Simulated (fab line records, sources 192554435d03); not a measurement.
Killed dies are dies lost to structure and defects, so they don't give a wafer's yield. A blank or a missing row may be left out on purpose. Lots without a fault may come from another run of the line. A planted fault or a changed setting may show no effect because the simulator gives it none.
Problem report in the 8D (eight disciplines) form, filled by code | flow n5_finfet | the parts of the form that need people (team, actions taken, sign-off) are left out
Where a reading is given only as a bound, like >300, the bound stands for it, and a mean or a difference that rests on one is marked > or <: the true number lies beyond.

1. THE PROBLEM
raw_defect_count at N5_DUMMY_GATE_INSPECT_17 reads a mean of 636 on 2 wafers of 2 lots; wafers without a fault read 206 with a standard deviation of 58. That is +7.4 standard deviations from the usual mean.
The step: inspects for defects (brightfield).
First seen on wafer L608.2, day 6 03:13, on defect_inspect-01. The record holds 24 wafers of 8 lots with a number at this step. Rule for "out", or "out of limits": more than 4 standard deviations from the usual mean. The other wafers with a number count as sound.

2. WHAT IT IS AND WHAT IT IS NOT
question                    | is                                   | is not
which readings at this step | raw_defect_count                     | -
which lots                  | L608, L609                           | L599, L600, L606, L607, L612, L617
which wafers of those lots  | L608.2, L609.1                       | L608.5, L608.6, L609.2, L609.6
read on which gauges        | defect_inspect-01, defect_inspect-02 | -
when                        | from day 6 03:13                     | up to then (14 sound wafers); but 8 sound wafers of L609, L612, L617 came after

3. SUSPECTS, AND WHAT RULES EACH OUT
Counting: a tool at a process step up to the reading stays a suspect if it ran every lot that is out. Sound lots after the first of them don't rule it out here, since some wafers of a struck lot are sound.
- the gauge at N5_DUMMY_GATE_INSPECT_17: ruled out. The wafers that are out were read on 2 gauges (defect_inspect-01, defect_inspect-02).
- cmp-01 at N5_DUMMY_GATE_CMP_04 (polishes a-Si): kept. It ran every lot that is out, first L608 (day 5 22:39); its last sound lot up to then is L607 (day 5 14:17).
- Within cmp-01 at N5_DUMMY_GATE_CMP_04: the wafers that are out ran in chamber 0; their sound lot-mates ran in chambers 1, 2, 3.
Left after counting: cmp-01 at N5_DUMMY_GATE_CMP_04.

4. THE CAUSE (what the simulator had put in)
Chamber particle source: cmp-01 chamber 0, from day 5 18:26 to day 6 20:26, at N5_DUMMY_GATE_CMP_04. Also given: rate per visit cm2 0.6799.
Counting left only this tool.

5. THE CHAIN OF EFFECTS, in route order
Each row: a reading whose mean over the struck wafers that have a number lies more than 3 standard deviations from the usual. Only readings for which the record gives a usual standard deviation are gone through. hours: the time from each lot's start at the first step in this table that gives one to its start at this step, as a median over the lots. sigmas: the change in usual standard deviations.
hours | step                     | reading              | usual  | on struck wafers | change | sigmas
0     | N5_DUMMY_GATE_INSPECT_17 | raw_defect_count     | 206    | 636              | +430   | +7.4
1     | N5_DUMMY_GATE_INSPECT_27 | raw_defect_count     | 311    | 709              | +398   | +4.6
2     | N5_SPACER0_INSPECT_04    | raw_defect_count     | 145    | 546              | +402   | +11
3     | N5_SD_EPI_N_INSPECT_11   | raw_defect_count     | 1.9    | >300             | >+298  | +99 or more
226   | N5_PASSIVATION_PROBE_49  | defect_limited_yield | 91.3 % | 64.8             | -26.5  | -19
226   | N5_PASSIVATION_PROBE_49  | killed_at_front_end  | 39     | 373              | +334   | +30
226   | N5_PASSIVATION_PROBE_49  | killed_dies          | 103    | 416              | +313   | +20
226   | N5_PASSIVATION_PROBE_49  | killed_on_rim        | 14     | 50               | +36    | +9.1
226   | N5_PASSIVATION_PROBE_49  | sort_bin_5_function  | 5.1 %  | 22.4             | +17.4  | +20
226   | N5_PASSIVATION_PROBE_49  | sort_bin_6_memory    | 3.3 %  | 10.2             | +7.0   | +10
226   | N5_PASSIVATION_PROBE_49  | sort_n_pass          | 1077   | 764              | -313   | -20
226   | N5_PASSIVATION_PROBE_49  | sort_yield_pct       | 91.3 % | 64.8             | -26.5  | -19
The process steps in it:
- N5_PASSIVATION_PROBE_49
Later measuring or inspecting steps at which every struck wafer that the step has a row for has a number for every such reading, and none has moved that far: N5_BEOL_M4_RC_MEAS_101.

6. WHAT WOULD HAVE CAUGHT IT SOONER
In this record the first reading out of limits at a measuring or inspecting step was taken at day 6 03:13, 9 hours after the fault began at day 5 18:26.
Of the tool readings at N5_DUMMY_GATE_CMP_04 for which the record gives a usual standard deviation, none was out on any struck wafer, so an alarm limit of 4 standard deviations on them would not have fired.
Of the lots that are out (2), L609 began N5_DUMMY_GATE_CMP_04 on cmp-01 after day 6 03:13. A hold on the tool at that time would have spared it.
